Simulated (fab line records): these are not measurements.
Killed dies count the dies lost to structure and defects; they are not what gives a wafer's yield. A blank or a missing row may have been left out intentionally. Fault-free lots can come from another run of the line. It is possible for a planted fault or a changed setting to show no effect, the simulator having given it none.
fab line records | flow n5_finfet
record: lots: 4 | wafers: 11 | last_day: 18
route steps=1938 shown BEOL_M11@1590 BEOL_M12@1602 PASSIVATION@1936
lots that met no fault: taken from a fault-free run of the same line
start_h: hours from the record's first day to the start of the lot's first wafer shown | wait_h: how many hours have passed since the lot's step before this one | " unchanged from the row above | L1.1+2: one row covering several wafers at once | - value missing, or start not given | * or withheld: withheld | < > ~ a bound
route shown NAME@n: NAME is a module with steps in the file, n the number in the route of the first one | usual: mean/standard deviation taken from wafers without a fault | same: alike in all rows | chamber/n: place in a boat | sites: the reading at each site | _std_site: the values' standard deviation | _edge_site: outer sites' mean less inner sites' | radius_mm: how far each site lies from the wafer's centre | mask NAME#n: copy n | behind: the most recent tool/chamber to have shaped the wafer | hold: the reason the lot was held/the length of the hold in hours/how it ended | device: the transistor (n, p or np) that didn't switch | end of line: at the end of the route, the tests of the same wafers | a step given without rows: its recipe and nothing more | killed: dies that structure and defects cost at the first sort, which is not the same as the wafer's yield | map: the dies of a wafer, with x for killed, . for not killed, _ for no die there
set.NAME: the setting that was run; set.NAME@STEP: the one run at that earlier step | model.NAME: the simulator's own value behind a step, which no gauge read
lots at some steps of the route; a table a step, a row a wafer
services: from which hour (start_h, from the record's first day; less than 0 if before it) a tool's chamber was out of use, for how many hours, and why
== steps ==
step: N5_BEOL_M11_ALD_74
recipe: material: TaN | target_thk_a: 20 | temp_c: 275 | ald_precursor_family: PDMAT | ald_co_reactant: NH3 | pressure_torr: 3 | carrier_flow_sccm: 1500 | pulse_time_s: 2 | purge_time_s: 3 | co_reactant_purge_time_s: 2 | co_reactant_pulse_time_s: 3 | ald_cycles: 40 | precursor_vessel_temp_c: 75 | precursor_vessel_pressure_torr: 26.25 | precursor_vessel_carrier_sccm: 1000
step: N5_BEOL_M11_SURFACE_TREAT_76
recipe: gas: Ar | time_s: * | ion_energy_ev: * | ion_current_ma_cm2: 0.5 | pressure_mtorr: * | ar_flow_sccm: 30
step: N5_BEOL_M11_CVD_75
recipe: material: Co | target_thk_a: 20 | temp_c: withheld | precursor: CCTBA/H2 | pressure_torr: 30 | time_s: 138.9
step: N5_BEOL_M11_SPUTTER_48
recipe: material: Cu | target_thk_a: 120 | temp_c: -20 | bias_v: 60 | power_w: 26000 | chamber_pressure_pa: 0.13 | time_s: 2
step: N5_BEOL_M11_ECD_50
recipe: material: Cu | target_thk_a: 3180
step: N5_BEOL_M11_ANNEAL_51
recipe: temp_c: 225 | time_s: 90 | ambient: N2
step: N5_BEOL_M11_CMP_52
recipe: stop_on: SiCOH_lowk | t_overpolish_s: 7 | down_force_psi: 1 | platen_rpm: 50 | clearing_platen_down_force_psi: 1.5 | clearing_platen_rpm: 50 | post_cmp_clean: cu_alkaline | target_thk_nm: 140 | clearing_platen_pad_velocity_m_s: 0.99484 | pad_velocity_m_s: 0.99484
step: N5_BEOL_M11_PRE_CLEAN_55
recipe: gas: NH3 | time_s: 15 | temp_c: withheld | rf_power_w: 300
step: N5_BEOL_M11_DEP_56
recipe: material: SiCN | target_thk_a: 300 | temp_c: withheld | precursor: 3MS/NH3 | pressure_torr: 3 | rf_w: 675 | time_s: 10.5
step: N5_BEOL_M12_ILD_DEP_00
recipe: material: SiOC | target_thk_a: 6589.2 | temp_c: 350 | precursor: DEMS/O2 | pressure_torr: 5 | rf_w: 500 | time_s: 130.7
usual: heater_power_w: 438/48 | run_length_s: 175.9/0.65 | showerhead_plenum_p_Torr: 5.688/0.014 | throttle_valve_pct: 12.2/0.85
lot.wafer | tool     | chamber | start_h | wait_h | heater_power_w | run_length_s | showerhead_plenum_p_Torr | throttle_valve_pct | model.SiOC_of_BEOL_M12_ILD_DEP_00.thk_nm
L351.1    | pecvd-03 | 1       | 296.41  | 0.0    | 415            | 175.1        | 5.674                    | 12.6               | 654.2
L351.5    | "        | 1       | "       | "      | 418            | 175.4        | 5.690                    | 12.8               | 658
L351.6    | "        | 2       | "       | "      | 336            | 177.0        | 5.701                    | 11.0               | 668
L354.2    | pecvd-03 | 1       | 307.68  | 0.0    | 414            | 175.1        | 5.684                    | 12.6               | 660.2
L354.4    | "        | 2       | "       | "      | 337            | 176.5        | 5.687                    | 11.0               | 681.4
L354.6    | "        | 0       | "       | "      | 439            | 147.0        | 5.703                    | 12.7               | 533.4
L358.5    | pecvd-03 | 1       | 342.80  | 0.1    | 412            | 176.0        | 5.690                    | 12.7               | 662.4
L358.6    | "        | 2       | "       | "      | 433            | 148.7        | 5.698                    | 11.3               | 527.6
L364.1    | pecvd-02 | 2       | 395.24  | 0.0    | 481            | 176.2        | 5.700                    | 11.6               | 662.4
L364.2    | "        | 0       | "       | "      | 417            | 176.8        | 5.684                    | 13.0               | 658.6
L364.4    | "        | 2       | "       | "      | 389            | 175.8        | 5.700                    | 12.0               | 683.6
step: N5_BEOL_M12_THK_MEAS_01
recipe: reads: SiOC_of_BEOL_M12_ILD_DEP_00
usual: M12_ILD_THK: 662/10
lot.wafer | tool          | chamber | start_h | wait_h | M12_ILD_THK[nm]
L351.1    | film_metro-02 | -       | 296.54  | 0.1    | 655
L351.5    | "             | -       | "       | "      | 657
L351.6    | "             | -       | "       | "      | 668
L354.2    | film_metro-02 | -       | 307.81  | 0.1    | 660
L354.4    | "             | -       | "       | "      | 682
L354.6    | "             | -       | "       | "      | 534
L358.5    | film_metro-01 | -       | 342.89  | 0.0    | 662
L358.6    | "             | -       | "       | "      | 528
L364.1    | film_metro-02 | -       | 395.37  | 0.1    | 662
L364.2    | "             | -       | "       | "      | 658
L364.4    | "             | -       | "       | "      | 684
step: N5_BEOL_M12_COAT_58
recipe: resist: BARC | temp_c: 205 | time_s: 60 | spin_rpm: 1500 | resist_thk_nm: 89
step: N5_BEOL_M12_COAT_04
recipe: spin_rpm: 1625 | resist_thk_nm: 400
step: N5_BEOL_M12_EBR_06
recipe: solvent: PGMEA | ebr_width_mm: 1.5
step: N5_BEOL_M12_SOFTBAKE_05
recipe: temp_c: 130 | time_s: 60
step: N5_BEOL_M12_EXPOSE_07
recipe: mask_id: V11 | na: 0.93 | source_shape: conventional | sigma_outer: 0.6 | polarization: unpolarized | attpsm_phase_deg: 180 | dose_mj: 32.5
step: N5_BEOL_M12_PEB_08
recipe: peb_temp_c: 130 | peb_time_s: 90
step: N5_BEOL_M12_DEVELOP_09
recipe: develop_time_s: 45 | rinse_liquid: diw | dry: air_spin | dev_temp_c: 21
step: N5_BEOL_M12_HARDBAKE_14
recipe: temp_c: 130 | time_s: 120
step: N5_BEOL_M12_DESCUM_15
recipe: chemistry: O2 | time_s: 7.9 | source_power_w: 50 | bias_power_w: 20 | pressure_mtorr: 20 | rf_frequency_hz: 2.712e+07 | temp_c: 40 | o2_flow_sccm: 225
step: N5_BEOL_M12_ETCH_59
recipe: chemistry: N2/H2 | target: BARC | target_depth_a: 890 | overetch_a: 267 | time_s: 67.9 | ion_energy_ev: 200 | pressure_mtorr: 30 | source_w: 840 | bias_w: 150 | n2_flow_sccm: 200 | h2_flow_sccm: 200
step: N5_BEOL_M12_VIA_ETCH_16
recipe: chemistry: C4F8/O2/Ar | target: SiOC | pressure_mtorr: 30 | source_w: 3000 | bias_w: 700 | Ar_flow_sccm: 400 | C4F8_flow_sccm: 15 | O2_flow_sccm: 8 | he_inner_torr: 15 | he_outer_torr: 30 | target_depth_a: 7248 | time_s: withheld | ion_energy_ev: 250 | ends: cleared
usual: C4F8_flow_sccm: 15.00/0.039 | drypump_motor_current_A: 5.6/0.4 | oes_product_au: 0.68/0.049 | rf_vpp_V: 664/3.2 | showerhead_plenum_p_Torr: 3.38/0.11 | throttle_valve_pct: 24.21/0.23
lot.wafer | tool        | chamber | start_h | wait_h | C4F8_flow_sccm | drypump_motor_current_A | oes_product_au | rf_vpp_V | showerhead_plenum_p_Torr | throttle_valve_pct | model.etch.depth_nm | model.coat_of_BEOL_M12_COAT_04.thk_nm
L351.1    | rie_diel-02 | 1       | 297.49  | 0.0    | 15.02          | 5.2                     | 0.66           | 666      | 3.43                     | 24.34              | 654.3               | 123.8
L351.5    | "           | 2       | "       | "      | 14.97          | 5.8                     | 0.67           | 669      | 3.59                     | 24.37              | 658                 | 128.8
L351.6    | "           | 1       | "       | "      | 14.99          | 5.2                     | 0.65           | 665      | 3.43                     | 24.35              | 668                 | 121.4
L354.2    | rie_diel-02 | 0       | 308.42  | 0.0    | 15.03          | 6.1                     | 0.68           | 662      | 3.25                     | 24.14              | 660.2               | 120.8
L354.4    | "           | 2       | "       | "      | 14.96          | 5.8                     | 0.67           | 669      | 3.59                     | 24.37              | 681.3               | 118.2
L354.6    | "           | 0       | "       | "      | 15.04          | 6.1                     | 0.68           | 661      | 3.24                     | 24.14              | 533.4               | 159
L358.5    | rie_diel-01 | 2       | 343.46  | 0.1    | 15.00          | 5.6                     | 0.67           | 665      | 3.37                     | 23.86              | 662.4               | 122
L358.6    | "           | 3       | "       | "      | 15.04          | 5.5                     | 0.64           | 661      | 3.28                     | 24.53              | 527.6               | 163.2
L364.1    | rie_diel-01 | 3       | 395.85  | 0.0    | 15.01          | 5.4                     | 0.63           | 660      | 3.27                     | 24.55              | 662.3               | 122
L364.2    | "           | 0       | "       | "      | 15.00          | 6.2                     | 0.63           | 662      | 3.23                     | 24.25              | 658.5               | 120.2
L364.4    | "           | 2       | "       | "      | 14.97          | 5.6                     | 0.64           | 666      | 3.36                     | 23.88              | 683.5               | 116.2
step: N5_BEOL_M12_STRIP_63
recipe: chemistry: N2/H2 | power_w: 1000 | temp_c: 250 | h2_frac: 0.65 | overash_fraction: 0.3 | pressure_mtorr: 1000 | n2_flow_sccm: 1750 | h2_flow_sccm: 3250
usual: drypump_motor_current_A: 5.6/0.32 | heater_power_w: 328/12 | oes_product_au: 0.693/0.0047 | strip_time_to_endpoint_s: 42.2/1.1
lot.wafer | tool            | chamber | start_h | wait_h | drypump_motor_current_A | heater_power_w | oes_product_au | rf_hours_counter_h | strip_time_to_endpoint_s
L351.1    | plasma_asher-01 | 1       | 297.69  | -      | 5.7                     | 316            | 0.686          | 133                | 42.7
L351.5    | "               | 0       | "       | "      | 6.2                     | 330            | 0.701          | -                  | 44.0
L351.6    | "               | 1       | "       | "      | 5.7                     | 320            | 0.688          | -                  | 42.1
L354.2    | plasma_asher-01 | 0       | 308.62  | -      | 6.2                     | 338            | 0.691          | 135                | 41.9
L354.4    | "               | 1       | "       | "      | 5.7                     | 325            | 0.694          | -                  | 41.2
L354.6    | "               | 1       | "       | "      | 5.6                     | 325            | 0.694          | -                  | 52.0
L358.5    | plasma_asher-02 | 1       | 343.61  | -      | 5.5                     | 319            | 0.698          | -                  | 42.2
L358.6    | "               | 0       | "       | "      | 5.3                     | 346            | 0.710          | -                  | 53.1
L364.1    | plasma_asher-02 | 0       | 396.18  | -      | 5.3                     | 341            | 0.696          | 104                | 42.2
L364.2    | "               | 1       | "       | "      | 5.5                     | 311            | 0.693          | 104                | 41.7
L364.4    | "               | 1       | "       | "      | 5.5                     | 315            | 0.695          | -                  | 40.6
step: N5_BEOL_M12_STRIP_64
recipe: chemistry: N2/H2 | power_w: 1000 | temp_c: 250 | h2_frac: 0.65 | overash_fraction: 0.3 | pressure_mtorr: withheld | n2_flow_sccm: 1750 | h2_flow_sccm: 3250
step: N5_BEOL_M12_STRIP_71
recipe: chemistry: post_etch_residue_remover | time_s: 60 | temp_c: 25 | remover_ph: withheld | remover_water_wt_pct: withheld | remover_fluoride_wt_pct: withheld
step: N5_BEOL_M12_SRD_72
recipe: time_s: 30 | temp_c: 23 | rinse_liquid: diw | dry: n2_spin | spin_rpm: 1500 | dry_time_s: 30
step: N5_BEOL_M12_COAT_65
recipe: resist: SOC | temp_c: 250 | time_s: 60 | spin_rpm: 1500 | resist_thk_nm: 300
step: N5_BEOL_M12_COAT_66
recipe: resist: SiARC | temp_c: 220 | time_s: 60 | spin_rpm: 1500 | resist_thk_nm: 110
step: N5_BEOL_M12_COAT_22
recipe: spin_rpm: 2888 | resist_thk_nm: 300
step: N5_BEOL_M12_EBR_24
recipe: solvent: PGMEA | ebr_width_mm: 1.5
step: N5_BEOL_M12_SOFTBAKE_23
recipe: temp_c: 130 | time_s: 60
step: N5_BEOL_M12_EXPOSE_25
recipe: mask_id: M12 | na: 0.93 | source_shape: conventional | sigma_outer: 0.4 | polarization: unpolarized | dose_mj: 21.8
step: N5_BEOL_M12_PEB_26
recipe: peb_temp_c: 130 | peb_time_s: 90
step: N5_BEOL_M12_DEVELOP_27
recipe: develop_time_s: 45 | rinse_liquid: diw | dry: air_spin | dev_temp_c: 21
step: N5_BEOL_M12_HARDBAKE_32
recipe: temp_c: 130 | time_s: 120
step: N5_BEOL_M12_CMP_49
recipe: stop_on: SiOC | t_overpolish_s: 20.6 | down_force_psi: 1 | platen_rpm: 50 | clearing_platen_down_force_psi: 1.5 | clearing_platen_rpm: 50 | post_cmp_clean: cu_alkaline | target_thk_nm: 320 | clearing_platen_pad_velocity_m_s: 0.99484 | pad_velocity_m_s: 0.99484
usual: head_pressure_psi: 0.9998/0.0021 | motor_current_A: 6.2/0.61
lot.wafer | tool   | chamber | start_h | wait_h | head_pressure_psi | motor_current_A | model.SiOC_of_BEOL_M12_ILD_DEP_00.thk_nm
L351.1    | cmp-01 | 0       | 305.32  | 0.3    | 0.9990            | 6.8             | 594.8
L351.6    | "      | 0       | "       | "      | 1.0003            | 6.5             | 609.8
L351.5    | "      | 1       | "       | "      | 0.9981            | 6.3             | 598.4
L354.2    | cmp-02 | 1       | 311.69  | 0.2    | 0.9978            | 5.7             | 597.2
L354.4    | "      | 2       | "       | "      | 0.9967            | 6.6             | 622.8
L354.6    | "      | 1       | "       | "      | 0.9984            | 5.8             | 470.2
L358.6    | cmp-01 | 3       | 349.59  | 0.2    | 1.0016            | 5.2             | 464.8
L358.5    | "      | 0       | "       | "      | 1.0010            | 6.8             | 601.4
L364.2    | cmp-02 | 1       | 400.20  | 0.2    | 0.9983            | 5.9             | 595.8
L364.1    | "      | 2       | "       | "      | 0.9976            | 6.6             | 602.4
L364.4    | "      | 0       | "       | "      | 1.0012            | 6.2             | 624
step: N5_PASSIVATION_PROBE_49
usual: defect_limited_yield: 91.1/1.4 | killed_at_M0_to_M3: 34/11 | killed_at_M4_up: 14/5.6 | killed_at_contacts: 13/5.9 | killed_at_front_end: 40/11 | killed_at_other: 4/3.1 | killed_dies: 105/16 | killed_open: 68/11 | killed_short: 34/8.4 | sort_bin_5_function: 5.2/0.86 | sort_bin_6_memory: 3.2/0.7 | sort_bin_8_speed: 0.1/1.1 | sort_n_pass: 1074/21 | sort_yield_pct: 91.0/1.8
same: gross_dies: 1180 | killed_at_back_side: 0 | sort_bin_4_leakage[%]: 0
lot.wafer | tool      | chamber | start_h | wait_h | defect_limited_yield[%] | killed_at_M0_to_M3 | killed_at_M4_up | killed_at_contacts | killed_at_front_end | killed_at_other | killed_dies | killed_open | killed_short | sort_bin_5_function[%] | sort_bin_6_memory[%] | sort_bin_8_speed[%] | sort_n_pass | sort_yield_pct[%]
L354.2    | prober-01 | -       | 347.43  | 0.1    | 91.6                    | 27                 | 14              | 12                 | 41                  | 5               | 99          | 61          | 35           | 5.2                    | 3.1                  | 0                   | 1081        | 91.6
killed by level:class
L354.2 MOL_CONTACT_COAG:geometric_particle:open=10 BEOL_M4:geometric_particle:open=7 STI_FIN_REVEAL:geometric_particle:open=6 DUMMY_GATE:geometric_particle:open=6 BEOL_M0_SAQP:geometric_particle:short=6 BEOL_M2:geometric_particle:open=6 BEOL_M3:geometric_particle:open=6 FIN_SAQP:geometric_particle:short=5
== services ==
tool            | chamber | start_h | hours | kind
cmp-02          | -       | 288.20  | 4.3   | pm
cmp-01          | -       | 317.11  | 1.4   | repair
rie_diel-02     | -       | 322.87  | 0.1   | repair
pecvd-03        | 1       | 323.05  | 5.5   | scheduled_down
pecvd-02        | -       | 341.15  | 0.8   | repair
plasma_asher-01 | -       | 346.04  | 28.1  | pm
rie_diel-02     | 3       | 357.61  | 11.6  | repair
cmp-02          | -       | 366.63  | 2.7   | repair
pecvd-02        | 1       | 371.88  | 2.1   | scheduled_down
== key ==
first_sign: step: N5_BEOL_M12_ILD_DEP_00 | reading: run_length_s | direction: down | sigmas: 43 | usual: * | struck: *
effect: step: N5_BEOL_M12_THK_MEAS_01 | reading: M12_ILD_THK | direction: down | sigmas: 13 | usual: 662 | struck: 531
effect: step: N5_BEOL_M12_STRIP_63 | reading: strip_time_to_endpoint_s | direction: up | sigmas: 9.4 | usual: * | struck: *
model_effect: step: N5_BEOL_M12_ILD_DEP_00 | value: SiOC_of_BEOL_M12_ILD_DEP_00.thk_nm | without: 673.7 | struck: 530.5
model_effect: step: N5_BEOL_M12_VIA_ETCH_16 | value: etch.depth_nm | without: 673.7 | struck: 530.5
model_effect: step: N5_BEOL_M12_CMP_49 | value: SiOC_of_BEOL_M12_ILD_DEP_00.thk_nm | without: 610.7 | struck: 467.5
met_at N5_BEOL_M12_ILD_DEP_00
struck_wafers L354.6,L358.6
onset_between 296.41 307.68
fault: kind: process_parameter_drift | tool: pecvd-03 | chamber: - | onset_h: 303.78 | steps: N5_BEOL_M12_ILD_DEP_00 | channel: time_s | offset: * | shape: step | end_h: 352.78 | scope: struck_wafers_only | acts_in: * | stated: *
